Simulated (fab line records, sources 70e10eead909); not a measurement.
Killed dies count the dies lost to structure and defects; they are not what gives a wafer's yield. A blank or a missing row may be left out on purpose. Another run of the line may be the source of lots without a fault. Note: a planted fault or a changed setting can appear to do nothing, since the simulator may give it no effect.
A struck lot beside a sound one | flow nand_harc | 15 out of 1159 route steps
Sound: the wafers L362.2, L362.3, L362.4. Struck: wafers L364.2, L364.4, L364.5. The cause comes at the end.
At each step with rows: each side's tool, then ch and its chambers, then its first start. Under that, the readings that differ: sound wafers | struck wafers | difference of the means | sigmas: that difference in standard deviations of wafers without a fault.
alike: a reading whose means differ by less than 2 such deviations, as well as words and numbers matching on both sides. not compared: withheld readings; readings where some wafer has no value; bounds like >300 that might hide an equal value; numbers whose values overlap and for which the record gives no deviation.
Wherever a step has rows on one side only, a row that says differs or no value, or a row with sigmas, the two part there. Non-overlapping numbers with no deviation appear without sigmas and do not part them. Lack of a reading on every wafer of one side parts them only where that side has two or more wafers.

first, 9 steps without rows for these wafers: NHARC_THIN_TSV_PVD_24 (deposits Al, target thk 800 nm); NHARC_THIN_TSV_DEHYDRATE_25 (time 120 s); NHARC_THIN_TSV_HMDS_26 (time 30 s); NHARC_THIN_TSV_COAT_27; NHARC_THIN_TSV_SOFTBAKE_28 (time 95 s); NHARC_THIN_TSV_EBR_29; NHARC_THIN_TSV_EXPOSE_30 (exposes mask PAD); NHARC_THIN_TSV_PEB_31 (peb time 85 s); NHARC_THIN_TSV_DEVELOP_32 (time 70 s).
NHARC_THIN_TSV_CD_MEAS_33: the cd target is 5000 nm.
  sound on cd_sem-02 ch 0, day 19 12:42; struck on cd_sem-01 ch 0, day 21 11:11
  alike: cd_nm
then, 1 step without rows for these wafers: NHARC_THIN_TSV_HARDBAKE_34 (time 80 s).
NHARC_THIN_TSV_DESCUM_35: chemistry O2, time 3 s.
  sound on rie_diel-11 ch 0,1,3, day 19 12:52; struck on rie_diel-09 ch 0,3, day 21 11:22
  alike: drypump_motor_current_A, oes_product_au, rf_vpp_V, showerhead_plenum_p_Torr, throttle_valve_pct
  not compared: rf_hours_counter_h
NHARC_THIN_TSV_ETCH_59: etches the open film in Cl2/BCl3, target depth 880 nm, time 138.1 s.
  sound on rie_metal-03 ch 0,1, day 19 13:01; struck on rie_metal-02 ch 0,1, day 21 11:29
  no value came back on the struck wafers for any of 6 readings (bcl3_flow_sccm (sccm), bias_w (W) and others); on the sound wafers bcl3_flow_sccm (sccm) reads 30.05 29.93 29.99
  not compared: rf_hours_counter_h
NHARC_THIN_TSV_ETCH_36: etches the open film in Cl2/BCl3, target depth 65 nm, time 18.571 s.
  sound on rie_metal-03 ch 0,1, day 19 13:14; struck on rie_metal-02 ch 0,1, day 21 11:44
  alike: chamber_pressure_mTorr, drypump_motor_current_A, oes_product_au
  not compared: rf_hours_counter_h
NHARC_END_SORT_01:
  here the record holds rows for the struck wafers (prober-01 ch 0, day 21 22:04) but none for the sound ones

## WHERE THEY PART
Earliest at NHARC_THIN_TSV_ETCH_59; latest, in this record, at NHARC_END_SORT_01.

WHY: what the simulator had put in
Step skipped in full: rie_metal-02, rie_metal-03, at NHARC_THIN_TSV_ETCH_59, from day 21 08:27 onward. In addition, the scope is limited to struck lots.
